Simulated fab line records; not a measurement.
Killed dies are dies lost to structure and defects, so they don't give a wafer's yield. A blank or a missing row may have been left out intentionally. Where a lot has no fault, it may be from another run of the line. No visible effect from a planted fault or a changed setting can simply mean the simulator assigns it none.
2 desks, one fault    flow n5_finfet    every desk sees just its own numbers, and what lay behind them comes last

== THE TOOL OWNER'S DESK: litho_track-02 ==
The tool's own readings at N5_BEOL_M1_COAT_61 (time 60 s, resist thk 60 nm): means of the sampled wafers that have a number, for each lot that ran on this tool. The brackets show how far a lot's mean lies from the usual mean; more than 4 standard deviations puts the lot out of limits, marked OUT.
Columns: A = dispense_pressure_kPa at N5_BEOL_M1_COAT_61, usual 46.4 kPa; B = heater_power_total_W at N5_BEOL_M1_COAT_61, usual 500.6 W; C = spin_speed_rpm at N5_BEOL_M1_COAT_61, usual 1499.9 rpm
lot   first seen here  A     B      C
L634  day 6 09:41      45.3  499.9  1499.8
L646  day 9 12:24      45.3  501.7  1539.8 (+45) OUT
L648  day 9 22:11      45.2  498.6  1540.2 (+45) OUT
Finding of this desk: L646, L648 out of limits; the first was L646 at day 9 12:24, on spin_speed_rpm at N5_BEOL_M1_COAT_61. L634 stayed within limits.

== FROM THE METROLOGY DESK ==
Lot by lot, what the gauges showed, no matter which tool ran the lot: averages of those sampled wafers that carry a number. The brackets show how far a lot's mean lies from the usual mean; more than 4 standard deviations puts the lot out of limits, marked OUT. It has 10 readings; the 7 that lie furthest out on some lot are the ones shown.
Columns: A = DIBL_P at N5_BEOL_M4_RC_MEAS_101, usual 36.3 mV/V; B = IOFF_N at N5_BEOL_M4_RC_MEAS_101, usual 0.16 nA/um; C = IOFF_P at N5_BEOL_M4_RC_MEAS_101, usual 0.21 nA/um; D = ION_P at N5_BEOL_M4_RC_MEAS_101, usual 459 uA/um; E = SS_N at N5_BEOL_M4_RC_MEAS_101, usual 71.6 mV/dec; F = SS_P at N5_BEOL_M4_RC_MEAS_101, usual 73.3 mV/dec; G = VT_P at N5_BEOL_M4_RC_MEAS_101, usual -251 mV
lot   first seen here  A     B     C     D    E     F     G
L634  day 8 02:45      37.3  0.17  0.23  460  71.8  73.5  -248
L646  day 11 21:16     40.0  0.20  0.27  461  72.6  74.8  -246
L648  day 12 22:23     36.9  0.17  0.24  461  71.8  73.0  -247
L649  day 13 15:07     35.9  0.14  0.19  465  71.4  72.5  -249
This desk's finding: nothing out of limits on any of the 4 lots.

== PUT TOGETHER ==
The tool owner's desk could have raised an alarm at day 9 12:24, on L646, L648.
Metrology desk: nothing out of limits seen.
The metrology desk has L646, L648 on record, within its limits.
On litho_track-02, each named lot ran N5_BEOL_M1_COAT_61.

== WHAT WAS PUT IN BY THE SIMULATOR ==
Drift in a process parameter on litho_track-02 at N5_BEOL_M1_COAT_61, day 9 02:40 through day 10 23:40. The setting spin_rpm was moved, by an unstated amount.
Struck lots among those shown: L646, L648.
Each desk's first reading out of limits, in hours after the fault started: the tool owner's desk, 10.
